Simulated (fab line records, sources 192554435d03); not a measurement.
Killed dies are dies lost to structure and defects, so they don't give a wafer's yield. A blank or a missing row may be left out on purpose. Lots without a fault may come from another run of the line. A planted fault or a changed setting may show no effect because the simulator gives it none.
fab line records | flow n5_finfet
record lots=4 wafers=12 last_day=17
route steps=1938 shown MOL_CONTACT_COAG@596 BEOL_M4@1111 PASSIVATION@1936
lots that met no fault: from a run of the same line without faults
start_h: hours from the record's first day to the start of the lot's first wafer shown | wait_h: hours since the lot's step before | " the same as in the row above | L1.1+2: a row that stands for several wafers | - no value, or no start given | * or withheld: withheld | < > ~ a bound
route shown NAME@n: a module of which the file shows steps, and the number in the route of the first | usual: mean/standard deviation of fault-free wafers | same: alike in all rows | chamber/n: place in a boat | sites: the reading at each site | _std_site: their standard deviation | _edge_site: outer sites' mean less inner sites' | radius_mm: how far each site lies from the wafer's centre | mask NAME#n: copy n | behind: the tool/chamber that last shaped the wafer | hold: why the lot was held/for how many hours/how that ended | device: the transistor (n, p or np) that didn't switch | end of line: the same wafers' tests at the end of the route | a step without rows: its recipe alone | killed: dies lost to structure and defects at the first sort, not the wafer's yield | map: a wafer's dies, x killed, . not, _ none there
set.NAME: the setting as run; set.NAME@STEP: as run at that earlier step | model.NAME: the simulator's own value behind a step, which no gauge read
lots at some steps of the route; a table a step, a row a wafer
services: from which hour (start_h, from the record's first day; less than 0 if before it) a tool's chamber was out of use, for how many hours, and why
## steps
# step N5_MOL_CONTACT_COAG_COAT_34
# recipe resist=CAR-EUV spin_rpm=1500 resist_thk_nm=40
# step N5_MOL_CONTACT_COAG_EBR_36
# recipe solvent=PGMEA ebr_width_mm=1.5
# step N5_MOL_CONTACT_COAG_SOFTBAKE_35
# recipe temp_c=110 time_s=60 resist=CAR-EUV
# step N5_MOL_CONTACT_COAG_EXPOSE_37
# recipe mask_id=VD na=0.33 source_shape=annular sigma_inner=0.3 sigma_outer=0.7 polarization=unpolarized defocus_nm=0 dose_mj=62
# step N5_MOL_CONTACT_COAG_PEB_38
# recipe peb_temp_c=100 peb_time_s=60 resist=CAR-EUV
# step N5_MOL_CONTACT_COAG_DEVELOP_39
# recipe develop_time_s=30 developer=TMAH resist=CAR-EUV rinse_liquid=surfactant_rinse dry=air_spin dev_temp_c=23
# step N5_MOL_CONTACT_COAG_DESCUM_45
# recipe chemistry=O2 time_s=7 source_power_w=50 bias_power_w=20 pressure_mtorr=20 rf_frequency_hz=2.712e+07 temp_c=40 resist=CAR-EUV o2_flow_sccm=225
# step N5_MOL_CONTACT_COAG_ETCH_65
# recipe chemistry=N2/H2 target=underlayer target_depth_a=130 mask_material=CAR-EUV time_s=10.4 ion_energy_ev=200 pressure_mtorr=30 source_w=840 bias_w=150 n2_flow_sccm=200 h2_flow_sccm=200 ends=cleared
# step N5_MOL_CONTACT_COAG_ETCH_66
# recipe chemistry=CF4 target=SiARC target_depth_a=130 mask_material=CAR-EUV time_s=21.7 ion_energy_ev=80 pressure_mtorr=40 source_w=545 bias_w=36 Ar_flow_sccm=100 cf4_flow_sccm=100 ends=cleared
# step N5_MOL_CONTACT_COAG_ALD_133
# recipe material=SiO2 target_thk_a=50 temp_c=100 ald_precursor_family=BDEAS ald_co_reactant=O2-plasma pulse_time_s=1 co_reactant_pulse_time_s=1 purge_time_s=2 co_reactant_purge_time_s=2 ald_cycles=35 pressure_torr=2
# usual ald_cycles=35/0 chamber_pressure_Torr=1.999/0.0047 heater_power_w=78/8 precursor_pulse_height_rel=1.001/0.019
# columns lot.wafer tool chamber start_h wait_h ald_cycles chamber_pressure_Torr heater_power_w precursor_pulse_height_rel
L267.1 ald_sin-04 2 116.13 0.1 35 1.989 83 0.995
L267.2 " 1 " " 35 1.998 89 1.005
L267.6 " 3 " " 35 1.992 67 1.005
L270.1 ald_sin-02 0 132.51 0.2 - - - -
L270.4 " 2 " " - - - -
L270.5 " 2 " " - - - -
L271.1 ald_sin-04 1 136.81 0.1 - - - -
L271.2 " 2 " " - - - -
L271.4 " 3 " " - - - -
L284.1 ald_sin-02 2 217.75 0.3 35 1.994 64 1.000
L284.2 " 0 " " 35 2.002 76 0.978
L284.5 " 0 " " 35 2.006 74 1.018
# step N5_MOL_CONTACT_COAG_ETCHBACK_134
# recipe chemistry=CHF3 target=SiO2 target_depth_a=100 time_s=6.7 ion_energy_ev=200 pressure_mtorr=30 source_w=610 bias_w=170 Ar_flow_sccm=200 CHF3_flow_sccm=50
# step N5_MOL_CONTACT_COAG_ETCH_67
# recipe chemistry=N2/H2 target=SOC target_depth_a=600 overetch_a=210 mask_material=SiARC temp_c=40 time_s=101.2 ion_energy_ev=200 pressure_mtorr=30 source_w=840 bias_w=150 n2_flow_sccm=200 h2_flow_sccm=200
# step N5_MOL_CONTACT_COAG_STRIP_68
# recipe chemistry=N2/H2 temp_c=40 n2_flow_sccm=200 h2_flow_sccm=200 rf_frequency_hz=6e+07
# step N5_MOL_CONTACT_COAG_STRIP_69
# recipe chemistry=N2/H2 temp_c=40 n2_flow_sccm=200 h2_flow_sccm=200 rf_frequency_hz=6e+07
# step N5_MOL_CONTACT_COAG_ETCHBACK_136
# recipe chemistry=CHF3 target=SiO2 target_depth_a=250 time_s=16.7 ion_energy_ev=200 pressure_mtorr=30 source_w=610 bias_w=170 Ar_flow_sccm=200 CHF3_flow_sccm=50
# step N5_MOL_CONTACT_COAG_STRIP_120
# recipe chemistry=CHF3 resist=SiARC rf_frequency_hz=6e+07
# step N5_MOL_CONTACT_COAG_VIA_ETCH_117
# recipe chemistry=C4F6/O2 target_depth_a=400 overetch_a=80 mask_material=SOC target=SiO2 bias_w=455 pressure_mtorr=10 time_s=26 source_w=325 Ar_flow_sccm=300 C4F6_flow_sccm=10 O2_flow_sccm=10 ion_energy_ev=575.3 ends=end_point
# usual drypump_motor_current_A=5.5/0.43 oes_product_au=0.72/0.076 rf_vpp_V=1598/45 showerhead_plenum_p_Torr=2.88/0.12 throttle_valve_pct=41.2/0.64
# columns lot.wafer tool chamber start_h wait_h drypump_motor_current_A oes_product_au rf_hours_counter_h rf_vpp_V showerhead_plenum_p_Torr throttle_valve_pct model.MOL_CONTACT_COAG.feature_depth_nm model.etch.depth_nm
L267.1 rie_diel-05 1 116.60 0.0 5.6 0.72 92 1668 2.74 40.8 40 40.04
L267.2 " 2 " " 5.7 0.62 207 1528 2.77 40.2 40.4 40.35
L267.6 " 0 " " 4.7 0.81 - 1553 2.92 40.8 39.8 39.83
L270.1 rie_diel-05 1 132.84 0.0 5.6 0.75 100 1668 2.74 40.8 43.4 42.98
L270.4 " 2 " " 5.8 0.64 215 1529 2.77 40.2 43.2 42.94
L270.5 " 2 " " 5.8 0.66 - 1530 2.77 40.3 45 44.88
L271.1 rie_diel-03 1 137.14 0.0 5.0 0.65 243 1589 2.70 41.0 45 44.85
L271.2 " 0 " " 5.5 0.69 169 1574 2.73 42.4 43.2 42.92
L271.4 " 2 " " 6.0 0.84 23 1631 3.03 41.2 43.8 43.41
L284.1 rie_diel-03 3 218.43 0.0 5.5 0.73 99 1650 2.98 41.3 40.8 40.77
L284.2 " 2 " " 6.0 0.76 51 1631 3.02 41.1 39 38.92
L284.5 " 3 " " 5.4 0.73 - 1648 2.98 41.3 41 40.99
# step N5_MOL_CONTACT_COAG_ETCH_124
# recipe chemistry=CH3F/O2 target=SiNx target_depth_a=65 mask_material=SOC stop_on=SiOC over_etch_frac=0.3 ion_energy_ev=120 pressure_mtorr=30 source_w=395 bias_w=73 Ar_flow_sccm=150 CH3F_flow_sccm=30 O2_flow_sccm=20 ends=end_point
# step N5_BEOL_M4_RC_MEAS_101
# usual DIBL_N=37.5/2.5 DIBL_P=38/3.1 IOFF_N=0.19/0.059 IOFF_P=0.24/0.061 ION_N=679/16 ION_P=465/9.8 SS_N=72.0/0.8 SS_P=73.7/0.86 VT_N=248/4.5 VT_P=-249/3.5
# columns lot.wafer tool chamber start_h wait_h DIBL_N[mV/V] DIBL_P[mV/V] IOFF_N[nA/um] IOFF_P[nA/um] ION_N[uA/um] ION_P[uA/um] SS_N[mV/dec] SS_P[mV/dec] VT_N[mV] VT_P[mV]
L267.1 prober-02 0 179.55 0.0 39.0 40 0.19 0.24 681 469 71.7 74.0 251 -251
L267.2 " 0 " " 42.0 44 0.26 0.30 672 455 72.5 75.3 245 -248
L267.6 " 0 " " 36.8 39 0.15 0.21 665 455 71.2 74.0 254 -252
L284.1 prober-02 0 287.84 0.0 35.9 35 0.16 0.20 680 467 71.3 72.4 251 -252
L284.2 " 0 " " 39.5 39 0.25 0.27 697 469 72.4 74.1 241 -250
L284.5 " 0 " " 37.6 37 0.19 0.24 690 466 71.6 73.2 246 -247
# step N5_PASSIVATION_PROBE_49
# usual defect_limited_yield=91.0/1.4 killed_at_M0_to_M3=35/10 killed_at_M4_up=14/5.5 killed_at_contacts=13/5.6 killed_at_front_end=41/11 killed_at_other=4/3.4 killed_dies=106/16 killed_on_rim=13/4 killed_open=68/12 killed_short=35/7.3 sort_bin_4_leakage=0.3/2.1 sort_bin_5_function=5.3/0.89 sort_bin_6_memory=3.4/0.67 sort_n_pass=1070/28 sort_yield_pct=90.7/2.4
# same gross_dies=1180 killed_at_back_side=0 sort_bin_8_speed[%]=0
# columns lot.wafer tool chamber start_h wait_h defect_limited_yield[%] killed_at_M0_to_M3 killed_at_M4_up killed_at_contacts killed_at_front_end killed_at_other killed_dies killed_on_rim killed_open killed_short sort_bin_4_leakage[%] sort_bin_5_function[%] sort_bin_6_memory[%] sort_n_pass sort_yield_pct[%]
L267.1 prober-01 - 303.40 0.0 89.4 46 9 13 56 1 125 12 89 29 0 6.7 3.1 1055 89.4
L267.2 prober-01 - 303.45 0.1 92.2 30 11 18 32 1 92 18 61 25 0.1 4.2 3.0 1087 92.1
L267.6 prober-01 - 303.65 0.3 90.1 37 9 28 43 0 117 19 81 32 0 6.2 3.3 1063 90.1
L270.1 prober-02 - 307.32 0.0 17.6 8 14 883 62 5 972 151 68 32 0 78.6 3.4 208 17.6
L270.4 prober-02 - 307.47 0.2 17.5 21 7 897 46 2 973 147 53 28 0 78.3 3.0 207 17.5
L270.5 prober-02 - 307.52 0.2 18.4 13 4 894 45 7 963 149 46 31 0 79.3 2.0 217 18.4
L271.1 prober-01 - 319.04 0.0 17.8 45 16 838 70 1 970 149 84 55 0 77.8 4.2 210 17.8
L271.2 prober-01 - 319.09 0.1 18.2 37 13 864 50 1 965 147 70 42 0.3 78.1 3.1 211 17.9
L271.4 prober-01 - 319.19 0.2 18.9 37 20 857 36 7 957 68 71 39 0.8 76.4 4.2 213 18.1
# killed by level:class
L267.1 BEOL_M3:geometric_particle:open=17 STI_FIN_REVEAL:geometric_particle:open=16 BEOL_M2:geometric_particle:open=13 MOL_CONTACT_COAG:geometric_particle:open=9 DUMMY_GATE:geometric_particle:open=8 GATE_CUT:geometric_particle:short=8 HKMG_FIN:area_etch=7 BEOL_M0_SAQP:geometric_particle:open=5
L267.2 MOL_CONTACT_COAG:geometric_particle:open=14 BEOL_M3:geometric_particle:open=8 STI_FIN_REVEAL:geometric_particle:open=6 DUMMY_GATE:geometric_particle:open=5 BEOL_M0_SAQP:geometric_particle:open=5 BEOL_M2:geometric_particle:open=5 GATE_CUT:geometric_particle:short=4 MOL_CONTACT_COAG:geometric_particle:short=4
L267.6 MOL_CONTACT_COAG:geometric_particle:open=25 STI_FIN_REVEAL:geometric_particle:open=13 BEOL_M2:geometric_particle:open=10 BEOL_M2:geometric_particle:short=6 FIN_SAQP:geometric_particle:open=5 FIN_SAQP:geometric_particle:short=5 BEOL_M3:geometric_particle:open=5 BEOL_M0_SAQP:geometric_particle:open=5
L270.1 MOL_CONTACT_COAG:area_ald=870 FIN_SAQP:geometric_particle:short=14 STI_FIN_REVEAL:geometric_particle:open=13 FIN_SAQP:geometric_particle:open=12 MOL_CONTACT_COAG:geometric_particle:open=11 BEOL_M4:geometric_particle:open=6 GATE_CUT:geometric_particle:open=5 STARTING-WAFER:geometric_particle:open=5
L270.4 MOL_CONTACT_COAG:area_ald=880 MOL_CONTACT_COAG:geometric_particle:open=14 HKMG_FIN:area_etch=10 BEOL_M0_SAQP:geometric_particle:short=8 FIN_SAQP:geometric_particle:short=7 STI_FIN_REVEAL:geometric_particle:open=7 BEOL_M2:geometric_particle:open=6 GATE_CUT:geometric_particle:open=6
L270.5 MOL_CONTACT_COAG:area_ald=880 MOL_CONTACT_COAG:geometric_particle:open=10 FIN_SAQP:geometric_particle:short=8 STI_FIN_REVEAL:geometric_particle:open=8 GATE_CUT:geometric_particle:short=7 FIN_SAQP:geometric_particle:open=6 GATE_CUT:geometric_particle:open=5 BEOL_M2:geometric_particle:short=4
L271.1 MOL_CONTACT_COAG:area_ald=826 FIN_SAQP:geometric_particle:open=18 BEOL_M0_SAQP:geometric_particle:open=17 FIN_SAQP:geometric_particle:short=16 BEOL_M0_SAQP:geometric_particle:short=15 DUMMY_GATE:geometric_particle:open=10 MOL_CONTACT_COAG:geometric_particle:open=9 GATE_CUT:geometric_particle:short=8
L271.2 MOL_CONTACT_COAG:area_ald=851 FIN_SAQP:geometric_particle:short=13 MOL_CONTACT_COAG:geometric_particle:open=13 BEOL_M0_SAQP:geometric_particle:short=13 FIN_SAQP:geometric_particle:open=10 BEOL_M0_SAQP:geometric_particle:open=9 GATE_CUT:geometric_particle:short=7 DUMMY_GATE:geometric_particle:open=5
L271.4 MOL_CONTACT_COAG:area_ald=845 BEOL_M0_SAQP:geometric_particle:short=15 MOL_CONTACT_COAG:geometric_particle:open=12 BEOL_M4:geometric_particle:open=12 FIN_SAQP:geometric_particle:open=8 GATE_CUT:geometric_particle:short=7 BEOL_M0_SAQP:geometric_particle:open=7 GATE_CUT:geometric_particle:open=5
# map L270.4 (x killed, . not)
_________________xxxxxxxxxxx.________________
______________xxxxxxxxxxxx.xxxxx_____________
___________xxxxxxxx.xxxxxx.xxxxxxxx__________
__________xxxxxxxxxxxxxx.xxxxxxxxxxx_________
________xxxxxxxxxxxxxxxxx..xx.xxxxxxxx_______
_______xxxxxxxxx.xxxxxxx.xxxxx....xxxxx______
______xxxxxxxxxxxxxxx.xxx.xxxxxx.xxxxx.x_____
_____xxxx.xxxxxxxxxxxxx.x..xx...x.xxxxxxx____
____xxxxx.xxxxxxxxx.xx.xx..x.xxxxxxxxxxxxx___
___xxxxxxxxxxxxxxxxxxxxx.xxxxxx..x.xxxxxxxx__
___xxxxxxxxxx..x.xxx.xxx.xxxx..xx.xxxx.xxxx__
__xxxxxxxxxxxxx.x.xxx.xx.x..xx..x.xx.x..xxx._
__xxxxx.xx.xx.xxx.x.x.x.x..xx.x.x.x...xxxxxx_
_xxxxxxxxx..xxxxxxxx.xx.x.x..xxx.xxxxx.xx.xxx
_xxxxxxxxxxxxxxxx...x..x.x...xx.x.xx.xxxxxxxx
_xxxxxxxxxxx.x..xxx...xx..xxx.xxx.xxxxxx.xxxx
_xxxxxxxxxxxx.x..x...x...xx..........xxxx.xxx
_xxxxxxxx.xx.xxxx..x.x.x...x..xxxx...xxxxxxxx
_xxxxxxxxxxx..x.x..x.xxx.xxxx.xxxx.xxxxxxxxx.
_xxxxxxx.xxxxxx.xx.xxx.x....xxxx.xxx.x.xxxxxx
_xxxxxxxxxx.xxx....xxx..xxxx..xxxxxxxxxxxxxxx
__xxxxxxxxxxxxxx.xxxxx..xxxxxx..xxx.xxxxxxxx_
__xxxxxxxxxxxxxxx.x..x.xxx..x...xxxxxxxxxxxx_
___xxxxxxxxxxx.xx..xx.xxxxx.x.xxx.xxxxxxxxx__
___xxxxxxxxxxxxxxxxx.xxxxxxxxx...xx..xxxxxx__
____xxxxxxxxxxxxxxxx...xxxxxxxxxxxxxxxxxx.___
_____xxxxxxxxxxxxxxxxxx.xxxxxxxx.xxxxxxxx____
______xxxxxxxxxxxxxxx.x.xxxxxxxxxxxxxxxx_____
_______xxxxxxxxxxxxxxxxxxxxxxxxxxxxxxxx______
________xxxxxxxxxxxxxxxxxxxxxxxxxxxxxx_______
__________xxxxxxxxxxxxxxxxxxxxxxxxxx_________
___________xxxxxxxxxxxxxxxxxxxxxxxx__________
______________xxxxxxxx.xxxxxxxxx_____________
_________________xxxxxxxxxxxx________________
# map L271.1 (x killed, . not)
_________________xxxx.xxxxxxx________________
______________xxxxxxxxxxxxxxxxxx_____________
___________xxxxxxxxxxxxxxxxxxxxxxxx__________
__________xxxxxxxxxxxxx.xxx.xxxxxxxx_________
________xxxxxxxxxxxxx.xxxxxxxxxxxxxxxx_______
_______xxxxxx.xxxxxxxxxxxx..xxxxxxxxxxx______
______xxxxxxxxxxxxx.xx.xx.xxxx.xxxxxxxxx_____
_____xxxxxxxx.xxxxx.xxxxx.xxx.xxxxxxx.xxx____
____xxxxxxxxxxxxxxx.x.x.xxx.x..xxxxxxxxxxx___
___xxxxxxxxxx.xx..x..x.x.x...x.x.xxxxxxxxxx__
___xxxxxxxxxxx.xxxxx.x..x..xxxx.x.xxxxx.xxx__
__xxxxxxxxxxxx.xxxxx..xxx..x.x...xxxxxxxxx.x_
__xxxxxxxxxxx.xx..x.x....x..xx..x...x..xxxx._
_xxxxxxxxxx.xxx..x..x.xxx.x..xxxxx.x.xxxxxxxx
_xxxxxxxxx.xxxx..xxx..x....x.xxxxxxxxxxxxxxxx
_xxxxxxxxxxx.xx...xxx....x..xxx..xxx.xxxxxxxx
_xxxxxxxx.xxx.xxxx.x.x.xx.xx..x..xxx..xxxxxxx
_xxxxxxxxx..xxxx.x.....x..x..x.xx..xxxxxx.xxx
_xxxxxxx.xxxx.xx.xxx...x.xx.xxxx.xx..xxxxxxxx
_xxxxxxxxxxxx.xxx.xx.....x..x.xxx.xxxxx.xxxxx
_xxxxxxxxxxxxxxxx.x...xxxxx...xxxxxxxxxxxxxxx
__xxxxxxx.xxxxxxx...x..x..xx..x..xxxxx.xxxxx_
__xxxxxxxxxxx.xxxx...x.xxxxx...xx.xxxxxxxxxx_
___xxxxxxxxx.xxxxx..xxx..xxxxxxxxxxxxxxxx.x__
___xxxxxxxxxxxxxxx.xx.xxxxx.xxxx.xxxxxxxxxx__
____xxxxxxxxxxxxxxx.xx..xxxx.xxxxxxx.x.xxx___
_____xxxxxxxxxxxxxxx.xxxx.xxxx.xxxxxxxxxx____
______xxxxxxxxxxx..x..xxxxxxxxxxxxxxxxxx_____
_______xxxxxxxxxxxxxxxxxxxxxxxxxxxxxxxx______
________xxxxxxxxxxxxxxxxxxxxxxxxxxxxxx_______
__________xxxxxxxxxxxxxxx.xxxxxxxxxx_________
___________xxxxxxxxxxxxxxxxxxx.xxxx__________
______________xxxxxxxxxxxxxxxxxx_____________
_________________xxxxxxxxxxxx________________
## services
# columns tool chamber start_h hours kind
rie_diel-03 3 102.94 20.2 repair
rie_diel-05 3 103.52 - clean
rie_diel-05 3 103.52 - consumable_replace:focus_ring
rie_diel-05 3 103.52 14.9 scheduled_down
rie_diel-05 3 103.52 14.9 vent_cycle
rie_diel-03 2 110.03 1.3 repair
rie_diel-03 - 114.49 14.6 pm
ald_sin-02 2 140.54 34.7 repair
rie_diel-03 1 157.81 - clean
rie_diel-03 1 157.81 - consumable_replace:focus_ring
rie_diel-03 1 157.81 - consumable_replace:showerhead
rie_diel-03 1 157.81 22.6 scheduled_down
rie_diel-03 1 157.81 22.6 vent_cycle
rie_diel-03 0 167.94 1.8 repair
ald_sin-04 - 176.75 14.0 pm
ald_sin-04 0 176.75 14.0 vent_cycle
ald_sin-04 1 176.75 14.0 vent_cycle
ald_sin-04 2 176.75 14.0 vent_cycle
ald_sin-04 3 176.75 14.0 vent_cycle
ald_sin-02 - 187.18 6.0 pm
ald_sin-04 0 190.75 - clean
ald_sin-04 1 190.75 - clean
ald_sin-04 2 190.75 - clean
ald_sin-04 3 190.75 - clean
## key
first_sign step=N5_MOL_CONTACT_COAG_ALD_133 reading=tool_record direction=missing
effect step=N5_PASSIVATION_PROBE_49 reading=killed_at_contacts direction=up sigmas=99+ usual=13 struck=872
model_effect step=N5_MOL_CONTACT_COAG_VIA_ETCH_117 value=MOL_CONTACT_COAG.feature_depth_nm without=39.8 struck=43.93
more_kills_born_at N5_MOL_CONTACT_COAG_ALD_133@ald_sin-02=2627 N5_MOL_CONTACT_COAG_ALD_133@ald_sin-04=2522
met_at N5_MOL_CONTACT_COAG_ALD_133
struck_wafers L270.1,L270.4,L270.5,L271.1,L271.2,L271.4
later_rows_left_out L270.1,L270.4,L270.5,L271.1,L271.2,L271.4
onset_between 116.13 132.51
fault kind=skipped_step_whole tool=ald_sin-02,ald_sin-04 chamber=- onset_h=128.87 steps=N5_MOL_CONTACT_COAG_ALD_133 scope=struck_lots_only
# later_rows_left_out: the simulator's readings of these wafers behind a module that went badly wrong aren't trusted and aren't shown, but for the sort
